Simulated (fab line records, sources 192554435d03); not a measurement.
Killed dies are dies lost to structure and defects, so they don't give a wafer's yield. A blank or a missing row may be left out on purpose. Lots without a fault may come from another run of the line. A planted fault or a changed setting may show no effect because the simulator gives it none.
Which tool did it? | flow n5_finfet | 24 lots, 72 wafers sampled, at 2 steps of a route of 1938

WHAT THE GAUGES READ, wafer by wafer
N5_WELL_APT_CD_MEAS_25: target cd 200 nm.
lot  | measured    | on        | cd_nm (nm)
L074 | day 1 15:07 | cd_sem-01 | 202.7 201.8 198.1
L075 | day 1 21:12 | cd_sem-01 | 200.2 198.4 200.0
L076 | day 2 03:02 | cd_sem-01 | 196.9 200.0 201.5
L077 | day 2 09:24 | cd_sem-02 | 201.2 201.7 196.6
L078 | day 2 15:17 | cd_sem-02 | 203.5 203.1 201.3
L079 | day 2 20:47 | cd_sem-03 | 199.2 200.1 202.6
L080 | day 3 02:50 | cd_sem-02 | 198.6 200.9 198.6
L081 | day 3 08:59 | cd_sem-01 | 203.9 203.2 203.2
L082 | day 3 15:11 | cd_sem-03 | 199.4 197.6 197.9
L083 | day 3 20:50 | cd_sem-01 | 198.5 201.3 199.1
L084 | day 4 03:14 | cd_sem-02 | 202.8 199.1 200.2
L085 | day 4 09:20 | cd_sem-03 | 197.7 201.4 199.4
L086 | day 4 15:21 | cd_sem-02 | 195.5 197.3 201.0
L087 | day 4 21:20 | cd_sem-02 | 199.9 200.4 200.9
L088 | day 5 03:07 | cd_sem-01 | 199.1 201.0 199.0
L089 | day 5 08:56 | cd_sem-02 | 198.0 200.5 201.1
L090 | day 5 15:40 | cd_sem-01 | 201.8 204.6 203.0
L091 | day 5 21:08 | cd_sem-02 | 206.4 202.4 203.5
L092 | day 6 03:52 | cd_sem-02 | 202.2 199.3 203.8
L093 | day 6 09:55 | cd_sem-03 | 203.4 203.1 203.5
L094 | day 6 15:17 | cd_sem-01 | 199.6 200.4 200.5
L095 | day 6 20:51 | cd_sem-01 | 202.6 198.8 201.8
L096 | day 7 03:05 | cd_sem-03 | 202.8 199.9 199.8
L097 | day 7 09:10 | cd_sem-03 | 205.2 202.7 203.4

WHICH TOOL RAN EACH LOT (tool, then ch and the chambers of the sampled wafers, then the start)
lot  | N5_ZERO_LAYER_PECVD_02
L074 | pecvd-04 ch 0,1,2, day 1 12:20
L075 | pecvd-03 ch 0,1,2, day 1 18:18
L076 | pecvd-04 ch 0,2, day 2 00:17
L077 | pecvd-04 ch 0,2, day 2 06:17
L078 | pecvd-02 ch 0,1, day 2 12:17
L079 | pecvd-04 ch 0,1,2, day 2 18:17
L080 | pecvd-03 ch 1,2, day 3 00:18
L081 | pecvd-04 ch 0,1, day 3 06:17
L082 | pecvd-02 ch 0,2, day 3 12:19
L083 | pecvd-04 ch 0,1, day 3 18:17
L084 | pecvd-02 ch 0,2, day 4 00:18
L085 | pecvd-04 ch 0,1, day 4 06:18
L086 | pecvd-03 ch 0,1,2, day 4 12:17
L087 | pecvd-04 ch 0,2, day 4 18:19
L088 | pecvd-02 ch 0,1, day 5 00:19
L089 | pecvd-04 ch 0,1,2, day 5 06:19
L090 | pecvd-03 ch 0,1,2, day 5 12:18
L091 | pecvd-04 ch 0,1,2, day 5 18:17
L092 | pecvd-04 ch 1,2, day 6 00:18
L093 | pecvd-03 ch 0,2, day 6 06:18
L094 | pecvd-02 ch 0,1,2, day 6 12:18
L095 | pecvd-02 ch 0,1, day 6 18:17
L096 | pecvd-03 ch 0,2, day 7 00:17
L097 | pecvd-03 ch 0,1,2, day 7 06:17
- N5_ZERO_LAYER_PECVD_02: deposits SiO2 from SiH4/N2O, target thk 10 nm, time 6 s.

WHAT THE TOOLS THEMSELVES READ (means of the sampled wafers that have a number; where no wafer has one, the mark that the record gives instead)
N5_ZERO_LAYER_PECVD_02.
lot  | tool     | heater_power_w (W) | showerhead_plenum_p_Torr (Torr)
L074 | pecvd-04 | 808                | 8.11
L075 | pecvd-03 | 744                | 8.15
L076 | pecvd-04 | 708                | 8.15
L077 | pecvd-04 | 744                | 8.16
L078 | pecvd-02 | 854                | 8.11
L079 | pecvd-04 | 803                | 8.11
L080 | pecvd-03 | 827                | 8.14
L081 | pecvd-04 | 905                | 8.07
L082 | pecvd-02 | 827                | 7.99
L083 | pecvd-04 | 894                | 8.07
L084 | pecvd-02 | 901                | 8.06
L085 | pecvd-04 | 820                | 8.13
L086 | pecvd-03 | 712                | 8.14
L087 | pecvd-04 | 723                | 8.14
L088 | pecvd-02 | 763                | 8.13
L089 | pecvd-04 | 818                | 8.10
L090 | pecvd-03 | 697                | 8.15
L091 | pecvd-04 | 800                | 8.11
L092 | pecvd-04 | 771                | 8.09
L093 | pecvd-03 | 721                | 8.09
L094 | pecvd-02 | 863                | 8.05
L095 | pecvd-02 | 905                | 8.13
L096 | pecvd-03 | 729                | 8.09
L097 | pecvd-03 | 718                | 8.15

THE ANSWER, worked out from the rows above alone
Rule: what is usual is taken from the lots themselves. Put in order of their means at a reading, lots are off if they are a third of the lots or fewer, leave a main group of 4 or more, and stand apart from it by a gap of 3 or more times the standard deviation of the main group's means; of several such gaps the widest counts. A main group whose means are all the same, to the digits that the tables above print for the reading, isn't used. A lot without any number at a reading at which 4 lots or more have one is off too. The other lots that the step has rows for count as sound. The gauges are gone through in route order, then the tools' own readings, and for those a lot's mean is taken as printed above. The first step at which some lot is off is used, and at that step the reading that is off furthest; a lot without a number counts as furthest.
No lot is off at any reading shown: from this, nothing can be told.

WHAT THE SIMULATOR HAD PUT IN
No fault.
